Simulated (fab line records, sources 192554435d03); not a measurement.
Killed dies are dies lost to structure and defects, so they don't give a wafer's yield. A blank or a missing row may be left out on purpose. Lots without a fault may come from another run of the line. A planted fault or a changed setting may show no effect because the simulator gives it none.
fab line records | flow n5_finfet | part 1 of 2: steps 1 to 22 of 34
record lots=5 wafers=15 last_day=18
route steps=1938 shown BEOL_M0_SAQP@677 BEOL_M0_CUTY@701
lots that met no fault: from a run of the same line without faults
start_h: hours from the record's first day to the start of the lot's first wafer shown | wait_h: hours since the lot's step before | " the same as in the row above | L1.1+2: a row that stands for several wafers | - no value, or no start given | * or withheld: withheld | < > ~ a bound
route shown NAME@n: a module of which the file shows steps, and the number in the route of the first | usual: mean/standard deviation of fault-free wafers | same: alike in all rows | chamber/n: place in a boat | sites: the reading at each site | _std_site: their standard deviation | _edge_site: outer sites' mean less inner sites' | radius_mm: how far each site lies from the wafer's centre | mask NAME#n: copy n | behind: the tool/chamber that last shaped the wafer | hold: why the lot was held/for how many hours/how that ended | device: the transistor (n, p or np) that didn't switch | end of line: the same wafers' tests at the end of the route | a step without rows: its recipe alone | killed: dies lost to structure and defects at the first sort, not the wafer's yield | map: a wafer's dies, x killed, . not, _ none there
set.NAME: the setting as run; set.NAME@STEP: as run at that earlier step | model.NAME: the simulator's own value behind a step, which no gauge read
lots at some steps of the route; a table a step, a row a wafer
services: from which hour (start_h, from the record's first day; less than 0 if before it) a tool's chamber was out of use, for how many hours, and why
## steps
# step N5_BEOL_M0_SAQP_SPACER2_ETCHBACK_27
# recipe chemistry=CHF3/O2 mode=anisotropic_etchback target=SiO2 target_depth_a=225 time_s=11.25 pressure_mtorr=30 source_w=650 bias_w=170 Ar_flow_sccm=200 CHF3_flow_sccm=50 O2_flow_sccm=5 ion_energy_ev=200
# usual drypump_motor_current_A=5.7/0.41 oes_product_au=0.76/0.069 rf_vpp_V=524/12 showerhead_plenum_p_Torr=2.39/0.073 throttle_valve_pct=18.98/0.26
# columns lot.wafer tool chamber start_h wait_h drypump_motor_current_A oes_product_au rf_hours_counter_h rf_vpp_V showerhead_plenum_p_Torr throttle_valve_pct
L076.1 rie_diel-01 1 117.86 0.3 5.3 0.76 141 546 2.30 18.94
L076.3 " 0 " " 6.4 0.76 151 541 2.40 18.63
L076.4 " 2 " " 6.1 0.76 135 525 2.50 18.57
L078.2 rie_diel-01 3 129.77 0.3 6.1 0.74 181 510 2.30 19.34
L078.4 " 2 " " 6.1 0.76 - 525 2.50 18.56
L078.5 " 0 " " 6.4 0.76 - 540 2.40 18.66
L082.2 rie_diel-02 3 165.68 0.4 5.4 0.83 79 530 2.45 18.78
L082.3 " 2 " " 5.9 0.74 - 521 2.42 19.00
L082.4 " 3 " " 5.4 0.83 - 533 2.45 18.77
L096.3 rie_diel-03 1 243.85 0.3 5.1 0.66 249 517 2.37 19.37
L096.4 " 3 " " 5.2 0.73 170 502 2.31 19.11
L096.5 " 0 " " 5.4 0.72 - 531 2.48 19.20
L097.2 rie_diel-03 3 253.97 0.3 5.2 0.72 173 503 2.31 19.12
L097.4 " 0 " " 5.4 0.72 - 530 2.48 19.22
L097.6 " 3 " " 5.2 0.73 - 501 2.31 19.11
# step N5_BEOL_M0_SAQP_MANDREL2_REMOVE_110
# recipe chemistry=HBr/Cl2/O2 bt_time_s=10 target=a-Si stop_on=SiCN endpoint=OES-SiCl over_etch_frac=1 icp_w=600 bias_w=30 HBr_flow_sccm=150 Cl2_flow_sccm=80 O2_flow_sccm=5 pressure_mtorr=10
# usual drypump_motor_current_A=5.9/0.4 oes_product_au=1.006/0.012 throttle_valve_pct=36.6/0.36
# same bt_time_s=10
# columns lot.wafer tool chamber start_h wait_h drypump_motor_current_A oes_product_au rf_hours_counter_h throttle_valve_pct
L076.1 rie_si-05 1 117.94 0.1 6.4 1.001 69 37.2
L076.3 " 2 " " 6.3 0.985 191 37.3
L076.4 " 0 " " 6.4 1.027 170 35.9
L078.2 rie_si-06 2 129.86 0.1 5.6 1.004 38 36.4
L078.4 " 3 " " 5.5 1.009 167 36.5
L078.5 " 0 " " 5.9 1.037 - 36.4
L082.2 rie_si-06 3 165.80 0.1 5.5 1.019 167 36.5
L082.3 " 1 " " 6.2 1.004 144 36.7
L082.4 " 2 " " 5.6 0.997 39 36.4
L096.3 rie_si-06 0 243.94 0.1 6.0 1.018 84 36.4
L096.4 " 3 " " 5.5 1.012 169 36.5
L096.5 " 2 " " 5.6 0.999 - 36.4
L097.2 rie_si-05 1 254.06 0.1 6.4 0.998 71 37.2
L097.4 " 2 " " 6.3 1.005 1 36.4
L097.6 " 3 " " 5.6 1.012 - 36.4
# step N5_BEOL_M0_SAQP_CD_MEAS_29
# recipe target_cd_nm=14.4 landing_energy_ev=1000 detector=se_inlens
# usual cd_nm=14.98/0.24
# columns lot.wafer tool chamber start_h wait_h cd_nm
L076.1 cd_sem-03 0 118.05 0.1 14.95
L076.3 " 0 " " 14.90
L076.4 " 0 " " 15.06
L078.2 cd_sem-02 0 129.97 0.1 14.97
L078.4 " 0 " " 14.70
L078.5 " 0 " " 14.70
L082.2 cd_sem-01 0 165.92 0.1 14.84
L082.3 " 0 " " 15.46
L082.4 " 0 " " 15.14
L096.3 cd_sem-03 0 244.06 0.1 14.98
L096.4 " 0 " " 14.69
L096.5 " 0 " " 15.13
L097.2 cd_sem-02 0 254.17 0.1 15.19
L097.4 " 0 " " 14.89
L097.6 " 0 " " 14.96
# step N5_BEOL_M0_SAQP_COAT_69
# recipe resist=SOC temp_c=250 time_s=60 spin_rpm=1500 resist_thk_nm=90
# columns lot.wafer tool chamber start_h wait_h
L076.1+3+4 litho_track-04 0 118.09 0.0
L078.2+4+5 litho_track-03 0 130.01 0.0
L082.2+3+4 litho_track-03 0 170.17 4.3
L096.3+4+5 litho_track-03 0 244.09 0.0
L097.2+4+6 litho_track-02 0 254.21 0.0
# step N5_BEOL_M0_SAQP_COAT_72
# recipe resist=SiARC temp_c=220 time_s=60 spin_rpm=1500 resist_thk_nm=15
# columns lot.wafer tool chamber start_h wait_h
L076.1+3+4 litho_track-04 0 - -
L078.2+4+5 litho_track-03 0 - -
L082.2+3+4 litho_track-03 0 - -
L096.3+4+5 litho_track-03 0 - -
L097.2+4+6 litho_track-02 0 - -
# step N5_BEOL_M0_SAQP_COAT_87
# recipe resist=underlayer temp_c=205 time_s=60 spin_rpm=1500 resist_thk_nm=5
# columns lot.wafer tool chamber start_h wait_h
L076.1+3+4 litho_track-04 0 - -
L078.2+4+5 litho_track-03 0 - -
L082.2+3+4 litho_track-03 0 - -
L096.3+4+5 litho_track-03 0 - -
L097.2+4+6 litho_track-02 0 - -
# step N5_BEOL_M0_SAQP_COAT_34
# recipe resist=CAR-EUV spin_rpm=1500 resist_thk_nm=30
# columns lot.wafer tool chamber start_h wait_h
L076.1+3+4 litho_track-04 0 - -
L078.2+4+5 litho_track-03 0 - -
L082.2+3+4 litho_track-03 0 - -
L096.3+4+5 litho_track-03 0 - -
L097.2+4+6 litho_track-02 0 - -
# step N5_BEOL_M0_SAQP_EBR_36
# recipe solvent=PGMEA ebr_width_mm=1.5
# columns lot.wafer tool chamber start_h wait_h
L076.1+3+4 litho_track-04 0 - -
L078.2+4+5 litho_track-03 0 - -
L082.2+3+4 litho_track-03 0 - -
L096.3+4+5 litho_track-03 0 - -
L097.2+4+6 litho_track-02 0 - -
# step N5_BEOL_M0_SAQP_SOFTBAKE_35
# recipe temp_c=110 time_s=60 resist=CAR-EUV
# columns lot.wafer tool chamber start_h wait_h
L076.1+3+4 litho_track-04 0 - -
L078.2+4+5 litho_track-03 0 - -
L082.2+3+4 litho_track-03 0 - -
L096.3+4+5 litho_track-03 0 - -
L097.2+4+6 litho_track-02 0 - -
# step N5_BEOL_M0_SAQP_EXPOSE_37
# recipe mask_id=M0_CUT1 na=0.33 source_shape=annular sigma_inner=0.35 sigma_outer=0.8 polarization=unpolarized target_cd_nm=30 dose_mj=44.75
# same sigma_outer=0.8
# columns lot.wafer tool chamber start_h wait_h mask
L076.1+3+4 euv_scanner-02 0 118.35 - M0_CUT1#0
L078.2+4+5 euv_scanner-01 0 130.15 - M0_CUT1#0
L082.2+3+4 euv_scanner-02 0 170.32 - M0_CUT1#0
L096.3+4+5 euv_scanner-01 0 244.24 - M0_CUT1#0
L097.2+4+6 euv_scanner-02 0 254.48 - M0_CUT1#0
# step N5_BEOL_M0_SAQP_PEB_38
# recipe peb_temp_c=100 peb_time_s=60 resist=CAR-EUV
# columns lot.wafer tool chamber start_h wait_h
L076.1+3+4 litho_track-02 0 118.42 0.1
L078.2+4+5 litho_track-04 0 130.21 0.1
L082.2+3+4 litho_track-03 0 170.38 0.1
L096.3+4+5 litho_track-03 0 244.30 0.0
L097.2+4+6 litho_track-02 0 254.54 0.1
# step N5_BEOL_M0_SAQP_DEVELOP_39
# recipe develop_time_s=30 developer=TMAH resist=CAR-EUV rinse_liquid=surfactant_rinse dry=air_spin dev_temp_c=23
# same develop_time_s=30
# columns lot.wafer tool chamber start_h wait_h
L076.1+3+4 litho_track-02 0 - -
L078.2+4+5 litho_track-04 0 - -
L082.2+3+4 litho_track-03 0 - -
L096.3+4+5 litho_track-03 0 - -
L097.2+4+6 litho_track-02 0 - -
# step N5_BEOL_M0_SAQP_CD_MEAS_40
# recipe target_cd_nm=30 landing_energy_ev=500 detector=se_inlens
# usual cd_nm=29.97/0.29
# columns lot.wafer tool chamber start_h wait_h cd_nm
L076.1 cd_sem-02 0 118.49 - 29.67
L076.3 " 0 " " 29.34
L076.4 " 0 " " 29.56
L078.2 cd_sem-02 0 130.28 - 29.78
L078.4 " 0 " " 29.65
L078.5 " 0 " " 30.05
L082.2 cd_sem-03 0 170.44 - 30.20
L082.3 " 0 " " 30.32
L082.4 " 0 " " 29.60
L096.3 cd_sem-03 0 244.36 - 30.14
L096.4 " 0 " " 29.39
L096.5 " 0 " " 29.94
L097.2 cd_sem-03 0 254.60 - 29.72
L097.4 " 0 " " 30.04
L097.6 " 0 " " 30.09
# step N5_BEOL_M0_SAQP_OVL_MEAS_41
# recipe points_per_wafer=522
# usual M0_CUT1_OVL=0.0/0.62
# columns lot.wafer tool chamber start_h wait_h M0_CUT1_OVL[nm]
L076.1 overlay-01 0 118.52 0.0 0.3
L076.3 " 0 " " 0.6
L076.4 " 0 " " 0.4
L078.2 overlay-01 0 130.32 0.0 0.5
L078.4 " 0 " " 0.6
L078.5 " 0 " " -0.9
L082.2 overlay-01 0 170.48 0.0 0.6
L082.3 " 0 " " 0.7
L082.4 " 0 " " 0.0
L096.3 overlay-02 0 244.40 0.0 0.7
L096.4 " 0 " " -0.4
L096.5 " 0 " " 0.8
L097.2 overlay-01 0 254.64 0.0 0.1
L097.4 " 0 " " -0.5
L097.6 " 0 " " -0.2
# step N5_BEOL_M0_SAQP_INSPECT_42
# recipe mode=adi inspect_instrument=brightfield
# usual raw_defect_count=278/66
# columns lot.wafer tool chamber start_h wait_h raw_defect_count
L076.1 defect_inspect-01 - 118.57 0.1 186
L076.3 " - " " 266
L076.4 " - " " 229
L078.2 defect_inspect-01 - 130.37 0.0 377
L078.4 " - " " 304
L078.5 " - " " 251
L082.2 defect_inspect-01 - 170.53 0.0 336
L082.3 " - " " 313
L082.4 " - " " 299
L096.3 defect_inspect-01 - 244.45 0.0 209
L096.4 " - " " 397
L096.5 " - " " 173
L097.2 defect_inspect-01 - 254.69 0.0 260
L097.4 " - " " 318
L097.6 " - " " 289
# step N5_BEOL_M0_SAQP_DESCUM_45
# recipe chemistry=O2 time_s=7 source_power_w=50 bias_power_w=20 pressure_mtorr=20 rf_frequency_hz=2.712e+07 temp_c=40 resist=CAR-EUV o2_flow_sccm=225
# usual drypump_motor_current_A=5.6/0.4 oes_product_au=0.75/0.072 rf_vpp_V=243.0/1.3 showerhead_plenum_p_Torr=2.08/0.074 throttle_valve_pct=20.62/0.26
# columns lot.wafer tool chamber start_h wait_h drypump_motor_current_A oes_product_au rf_hours_counter_h rf_vpp_V showerhead_plenum_p_Torr throttle_valve_pct
L076.1 rie_diel-03 2 118.61 0.0 5.9 0.69 237 242.2 2.06 21.05
L076.3 " 1 " " 5.1 0.68 212 242.2 2.06 20.78
L076.4 " 0 " " 5.4 0.74 172 244.6 2.20 20.79
L078.2 rie_diel-03 3 130.40 0.0 5.2 0.77 136 244.3 2.00 20.52
L078.4 " 1 " " 5.1 0.68 215 243.6 2.06 20.78
L078.5 " 3 " " 5.2 0.77 - 242.3 2.00 20.51
L082.2 rie_diel-01 0 170.57 0.0 6.4 0.74 169 243.4 2.10 20.32
L082.3 " 1 " " 5.3 0.76 152 243.3 1.98 20.41
L082.4 " 3 " " 6.1 0.72 194 242.0 2.01 21.09
L096.3 rie_diel-03 1 244.48 0.0 5.1 0.66 249 241.5 2.04 20.84
L096.4 " 2 " " 5.9 0.94 18 242.7 2.05 20.62
L096.5 " 3 " " 5.2 0.74 - 242.0 1.99 20.56
L097.2 rie_diel-03 3 254.73 0.0 5.2 0.74 173 240.1 1.99 20.58
L097.4 " 3 " " 5.2 0.73 - 242.1 1.99 20.58
L097.6 " 0 " " 5.4 0.70 - 244.0 2.18 20.86
# step N5_BEOL_M0_SAQP_ETCH_88
# recipe chemistry=N2/H2 target=underlayer target_depth_a=65 time_s=5.2 ion_energy_ev=200 mask_material=CAR-EUV pressure_mtorr=30 source_w=840 bias_w=150 n2_flow_sccm=200 h2_flow_sccm=200 ends=cleared
# usual drypump_motor_current_A=5.6/0.4 etch_rf_on_time_s=5.27/0.18 n2_flow_sccm=200.0/0.54 oes_product_au=0.64/0.063 rf_vpp_V=523.3/2.6 showerhead_plenum_p_Torr=2.52/0.088 throttle_valve_pct=18.05/0.29
# columns lot.wafer tool chamber start_h wait_h drypump_motor_current_A etch_rf_on_time_s n2_flow_sccm oes_product_au rf_hours_counter_h rf_vpp_V showerhead_plenum_p_Torr throttle_valve_pct
L076.1 rie_diel-03 2 118.64 0.0 5.8 5.16 199.9 0.61 237 524.9 2.49 18.48
L076.3 " 1 " " 5.1 5.32 200.0 0.57 212 523.9 2.53 18.37
L076.4 " 0 " " 5.4 5.30 200.6 0.64 172 526.1 2.66 18.22
L078.2 rie_diel-03 3 130.44 0.0 5.2 5.50 200.3 0.64 136 518.1 2.44 17.93
L078.4 " 1 " " 5.1 5.28 200.6 0.57 215 523.0 2.53 18.41
L078.5 " 3 " " 5.2 5.41 200.0 0.64 - 521.2 2.44 17.92
L082.2 rie_diel-01 0 170.60 0.0 6.4 5.13 199.4 0.64 169 524.9 2.52 17.60
L082.3 " 1 " " 5.3 5.24 200.1 0.66 152 520.2 2.44 18.10
L082.4 " 3 " " 6.1 4.96 200.7 0.64 194 519.1 2.41 18.35
L096.3 rie_diel-03 1 244.52 0.0 5.1 5.35 199.8 0.55 249 524.5 2.51 18.48
L096.4 " 2 " " 5.9 4.99 199.7 0.82 18 523.3 2.48 18.02
L096.5 " 3 " " 5.2 5.50 199.5 0.61 - 520.0 2.42 17.98
L097.2 rie_diel-03 3 254.76 0.0 5.2 5.55 201.1 0.61 173 518.7 2.42 17.98
L097.4 " 3 " " 5.2 5.55 199.8 0.62 - 519.7 2.42 17.99
L097.6 " 0 " " 5.4 5.39 200.1 0.61 - 526.6 2.65 18.29
# step N5_BEOL_M0_SAQP_ETCH_73
# recipe chemistry=CF4 target=SiARC target_depth_a=195 mask_material=CAR-EUV time_s=32.5 ion_energy_ev=80 pressure_mtorr=40 source_w=545 bias_w=36 Ar_flow_sccm=100 cf4_flow_sccm=100 ends=cleared
# usual drypump_motor_current_A=5.6/0.39 etch_rf_on_time_s=32.8/1 oes_product_au=0.64/0.064 rf_vpp_V=183.9/1.2 showerhead_plenum_p_Torr=2.13/0.067 throttle_valve_pct=15.82/0.25
# columns lot.wafer tool chamber start_h wait_h drypump_motor_current_A etch_rf_on_time_s oes_product_au rf_hours_counter_h rf_vpp_V showerhead_plenum_p_Torr throttle_valve_pct
L076.1 rie_diel-03 2 118.66 0.0 5.8 31.9 0.61 237 183.5 2.10 16.17
L076.3 " 1 " " 5.1 33.0 0.59 212 182.6 2.13 16.08
L076.4 " 0 " " 5.4 33.2 0.64 172 185.0 2.23 15.98
L078.2 rie_diel-03 3 130.45 0.0 5.2 33.5 0.65 136 184.1 2.07 15.77
L078.4 " 1 " " 5.1 33.0 0.58 215 184.7 2.12 16.08
L078.5 " 3 " " 5.2 33.8 0.65 - 184.2 2.07 15.77
L082.2 rie_diel-01 0 170.62 0.0 6.4 32.4 0.64 169 184.7 2.12 15.39
L082.3 " 1 " " 5.3 33.6 0.64 152 182.0 2.04 15.70
L082.4 " 3 " " 6.0 31.1 0.64 194 182.7 2.04 16.08
L096.3 rie_diel-03 1 244.54 0.0 5.1 33.1 0.56 249 183.5 2.11 16.16
L096.4 " 2 " " 5.9 30.7 0.81 18 183.8 2.09 15.70
L096.5 " 3 " " 5.2 33.8 0.62 - 181.5 2.06 15.83
L097.2 rie_diel-03 3 254.78 0.0 5.2 33.8 0.62 173 182.1 2.06 15.84
L097.4 " 3 " " 5.2 34.3 0.62 - 183.5 2.06 15.85
L097.6 " 0 " " 5.3 33.2 0.61 - 185.8 2.22 16.06
# step N5_BEOL_M0_SAQP_CUT_ETCH_46
# recipe chemistry=N2/H2 target=SOC target_depth_a=1350 overetch_a=270 temp_c=40 time_s=202.5 ion_energy_ev=200 mask_material=SiARC pressure_mtorr=30 source_w=840 bias_w=150 n2_flow_sccm=200 h2_flow_sccm=200
# usual drypump_motor_current_A=5.6/0.4 n2_flow_sccm=200.0/0.57 rf_vpp_V=523.3/2.3 showerhead_plenum_p_Torr=2.52/0.088 throttle_valve_pct=18.01/0.29
# columns lot.wafer tool chamber start_h wait_h drypump_motor_current_A n2_flow_sccm rf_hours_counter_h rf_vpp_V showerhead_plenum_p_Torr throttle_valve_pct
L076.1 rie_diel-03 2 118.69 0.0 5.9 200.3 237 522.5 2.49 18.41
L076.3 " 1 " " 5.1 200.5 212 522.6 2.53 18.34
L076.4 " 0 " " 5.4 200.4 172 527.4 2.66 18.20
L078.2 rie_diel-03 3 130.49 0.0 5.2 199.8 136 521.2 2.44 17.90
L078.4 " 1 " " 5.1 199.9 215 524.3 2.53 18.37
L078.5 " 3 " " 5.2 200.2 - 519.7 2.44 17.88
L082.2 rie_diel-01 0 170.65 0.0 6.4 199.7 169 524.2 2.52 17.52
L082.3 " 1 " " 5.3 200.0 152 520.3 2.44 18.06
L082.4 " 3 " " 6.1 199.1 194 520.3 2.41 18.32
L096.3 rie_diel-03 1 244.57 0.0 5.1 199.8 250 523.0 2.51 18.41
L096.4 " 2 " " 5.9 200.8 18 523.2 2.48 17.96
L096.5 " 3 " " 5.2 199.9 - 521.2 2.42 17.94
L097.2 rie_diel-03 3 254.81 0.0 5.2 200.5 173 520.0 2.42 17.93
L097.4 " 3 " " 5.2 200.2 - 520.9 2.42 17.95
L097.6 " 0 " " 5.4 200.0 - 524.7 2.65 18.25
# step N5_BEOL_M0_SAQP_STRIP_74
# recipe chemistry=N2/H2 temp_c=40 n2_flow_sccm=200 h2_flow_sccm=200 rf_frequency_hz=6e+07
# columns lot.wafer tool chamber start_h wait_h
L076.1+3+4 rie_diel-03 2,1,0 118.85 0.1
L078.2+4+5 rie_diel-03 3,1,3 130.64 0.1
L082.2+3+4 rie_diel-01 0,1,3 170.81 0.1
L096.3+4+5 rie_diel-03 1,2,3 244.72 0.1
L097.2+4+6 rie_diel-03 3,3,0 254.97 0.1
# step N5_BEOL_M0_SAQP_STRIP_89
# recipe chemistry=N2/H2 temp_c=40 n2_flow_sccm=200 h2_flow_sccm=200 rf_frequency_hz=6e+07
# columns lot.wafer tool chamber start_h wait_h
L076.1+3+4 rie_diel-03 2,1,0 118.86 0.0
L078.2+4+5 rie_diel-03 3,1,3 130.65 0.0
L082.2+3+4 rie_diel-01 0,1,3 170.82 0.0
L096.3+4+5 rie_diel-03 1,2,3 244.73 0.0
L097.2+4+6 rie_diel-03 3,3,0 254.98 0.0
# step N5_BEOL_M0_SAQP_ALD_48
# recipe material=SiO2 target_thk_a=200 temp_c=100 ald_precursor_family=BDEAS ald_co_reactant=O2-plasma pulse_time_s=1 co_reactant_pulse_time_s=1 purge_time_s=2 co_reactant_purge_time_s=2 ald_cycles=139 pressure_torr=2
# usual heater_power_w=79/7.4 precursor_pulse_height_rel=0.996/0.022 susceptor_temp_C=100.01/0.13
# same co_reactant_pulse_time_s=1
# columns lot.wafer tool chamber start_h wait_h heater_power_w precursor_pulse_height_rel since_wet_clean_h susceptor_temp_C
L076.1 ald_sin-02 3 118.89 0.0 82 1.017 217 100.21
L076.3 " 0 " " 85 0.994 217 100.10
L076.4 " 1 " " 72 0.999 217 100.18
L078.2 ald_sin-03 3 130.69 0.0 78 1.005 123 100.04
L078.4 " 0 " " 85 1.023 123 100.04
L078.5 " 3 " " 79 0.961 - 100.10
L082.2 ald_sin-04 0 170.85 0.0 84 1.008 70 100.04
L082.3 " 1 " " 77 1.028 70 100.07
L082.4 " 2 " " 63 1.024 70 100.00
L096.3 ald_sin-02 0 244.99 0.3 83 1.001 343 99.87
L096.4 " 1 " " 73 0.992 343 99.99
L096.5 " 0 " " 85 0.947 - 100.08
L097.2 ald_sin-04 0 255.01 0.0 84 1.007 154 100.12
L097.4 " 3 " " 80 1.006 154 100.15
L097.6 " 1 " " 75 0.959 - 100.00
